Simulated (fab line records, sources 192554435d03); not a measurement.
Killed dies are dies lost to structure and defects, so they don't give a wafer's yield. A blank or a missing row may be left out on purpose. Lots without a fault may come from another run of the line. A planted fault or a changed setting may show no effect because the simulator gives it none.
Split-lot experiment | flow n5_finfet | 7 lots, 39 wafers read, on a route of 1938 steps

THE SPLIT
At N5_HKMG_FIN_HK_ALD_01 (deposits HfO2, target thk 1.6 nm, pulse time 3 s, purge time 3 s), the setting ald_cycles was moved away from the recipe's 30 on 12 of the 39 wafers read, by -60.0% to +60.0%. The other wafers ran this setting at the recipe's value.

FROM THE SPLIT TO THE READING: what the file shows between them, 4 steps
- N5_HKMG_FIN_HK_ANNEAL_02: time 30 s
- N5_HKMG_FIN_ALD_74: deposits La2O3, target thk 0.5 nm, pulse time 6 s, co reactant pulse time 1 s
- N5_HKMG_FIN_WET_ETCH_82: etches La2O3 in dHCl, stops on HfO2, target depth 2 nm, rinse time 30 s
- N5_HKMG_FIN_ALD_36: deposits TiN, target thk 1 nm, pulse time 1 s, purge time 3 s

THE READING
HK_THK, in nm, at N5_HKMG_FIN_THK_MEAS_70 (measures by xrf). Fault-free wafers of this fab line usually give 1.608 nm, standard deviation 0.02 nm.

wafer  | tool, chamber at the split | ald_cycles as run | against the recipe | HK_THK, nm | against lot-mates on the recipe
L076.1 | ald_hk-03, 1,0,3           | 30                | recipe             | 1.606      | -
L076.2 | ald_hk-03, 2,3,0           | 48                | +60.0%             | 2.577      | +0.959
L076.3 | ald_hk-03, 2,3,0           | 48                | +60.0%             | 2.593      | +0.975
L076.4 | ald_hk-03, 2,3,0           | 48                | +60.0%             | 2.580      | +0.962
L076.5 | ald_hk-03, 1,0,3           | 30                | recipe             | 1.620      | -
L076.6 | ald_hk-03, 1,0,3           | 30                | recipe             | 1.629      | -
L080.1 | ald_hk-01, 2,0,3,1,1,0     | 30                | recipe             | 1.607      | -
L080.2 | ald_hk-01, 2,0,3,1,1,0     | 30                | recipe             | 1.619      | -
L080.3 | ald_hk-01, 2,0,3,1,1,0     | 30                | recipe             | 1.605      | -
L080.4 | ald_hk-01, 2,0,3,1,1,0     | 30                | recipe             | 1.577      | -
L080.5 | ald_hk-01, 2,0,3,1,1,0     | 30                | recipe             | 1.615      | -
L080.6 | ald_hk-01, 2,0,3,1,1,0     | 30                | recipe             | 1.596      | -
L081.1 | ald_hk-02, 3,1,0,2,1,0     | 30                | recipe             | 1.596      | -
L081.2 | ald_hk-02, 3,1,0,2,1,0     | 30                | recipe             | 1.589      | -
L081.3 | ald_hk-02, 3,1,0,2,1,0     | 30                | recipe             | 1.596      | -
L081.4 | ald_hk-02, 3,1,0,2,1,0     | 30                | recipe             | 1.615      | -
L081.5 | ald_hk-02, 3,1,0,2,1,0     | 30                | recipe             | 1.551      | -
L081.6 | ald_hk-02, 3,1,0,2,1,0     | 30                | recipe             | 1.592      | -
L085.1 | ald_hk-02, 2,3,1           | 22                | -26.7%             | 1.170      | -0.441
L085.2 | ald_hk-02, 2,3,1           | 22                | -26.7%             | 1.184      | -0.427
L085.3 | ald_hk-02, 2,3,1           | 22                | -26.7%             | 1.178      | -0.433
L085.4 | ald_hk-02, 0,1,2           | 30                | recipe             | 1.605      | -
L085.5 | ald_hk-02, 0,1,2           | 30                | recipe             | 1.610      | -
L085.6 | ald_hk-02, 0,1,2           | 30                | recipe             | 1.619      | -
L091.2 | ald_hk-01, 1,0,1           | 30                | recipe             | 1.608      | -
L091.3 | ald_hk-01, 1,0,1           | 30                | recipe             | 1.592      | -
L091.6 | ald_hk-01, 1,0,1           | 30                | recipe             | 1.620      | -
L093.1 | ald_hk-01, 3,2,2           | 30                | recipe             | 1.605      | -
L093.2 | ald_hk-01, 0,1,1           | 12                | -60.0%             | 0.645      | -0.960
L093.3 | ald_hk-01, 0,1,1           | 12                | -60.0%             | 0.651      | -0.954
L093.4 | ald_hk-01, 3,2,2           | 30                | recipe             | 1.601      | -
L093.5 | ald_hk-01, 3,2,2           | 30                | recipe             | 1.610      | -
L093.6 | ald_hk-01, 0,1,1           | 12                | -60.0%             | 0.653      | -0.952
L097.1 | ald_hk-02, 2,1,3           | 36                | +20.0%             | 1.944      | +0.336
L097.2 | ald_hk-02, 2,1,3           | 36                | +20.0%             | 1.929      | +0.321
L097.3 | ald_hk-02, 3,0,2           | 30                | recipe             | 1.608      | -
L097.4 | ald_hk-02, 3,0,2           | 30                | recipe             | 1.611      | -
L097.5 | ald_hk-02, 3,0,2           | 30                | recipe             | 1.605      | -
L097.6 | ald_hk-02, 2,1,3           | 36                | +20.0%             | 1.927      | +0.319
Where a row lists several chambers, the file gives one row for several wafers and doesn't say which wafer went through which chamber.

THE FIT
A straight line over all 39 wafers: HK_THK changes by +0.0161 nm for each +1% of ald_cycles; r = +1.00; the points scatter about the line by 0.014 nm.
The same after taking each lot's own level away (the mean of its wafers on the recipe; 39 wafers): +0.016 nm for each +1%; r = +1.00; scatter 0.012 nm.
On that fit, the largest move of ald_cycles shifts the reading by 0.96 nm.
The lots' own levels span 1.5898 to 1.6183 nm, that is 1.4 times the standard deviation above.
So the lot-to-lot level changes the slope little: the two slopes agree.
Check: with one of the wafers moved furthest among these (+60.0%) left out of the fit, the line predicts +0.964 nm for it against its lot-mates. It came out at +0.959 nm against them.

OTHER SPLITS ON THESE WAFERS
These wafers also went through other splits before the reading. Each is held against what the fit with the lots' levels taken away leaves over:
other split on the same wafers     | wafers away from the commonest value | r with HK_THK (lot level and that fit taken away)
N5_FIN_SAQP_HM_DEP_03 target_thk_a | 18                                   | +0.19
N5_SD_EPI_N_DESCUM_14 time_s       | 18                                   | +0.12

THE WHOLE CHAIN: every reading that the file lists as answering this split, in the file's order
step                    | what it does                                                     | reading                                                                            | change (the file's fit)                | r (the file's)
N5_HKMG_FIN_HK_ALD_01   | deposits HfO2, target thk 1.6 nm, pulse time 3 s, purge time 3 s | HfO2_of_HKMG_FIN_HK_ALD_01.thk_nm (the simulator's own value, which no gauge read) | +0.0167 nm for each +1% of the setting | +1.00
N5_HKMG_FIN_THK_MEAS_70 | measures by xrf                                                  | HK_THK                                                                             | +0.016 for each +1% of the setting     | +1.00

THE FILE'S OWN FIT
HK_THK changes by +0.016 nm for each +1% of ald_cycles, r = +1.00.
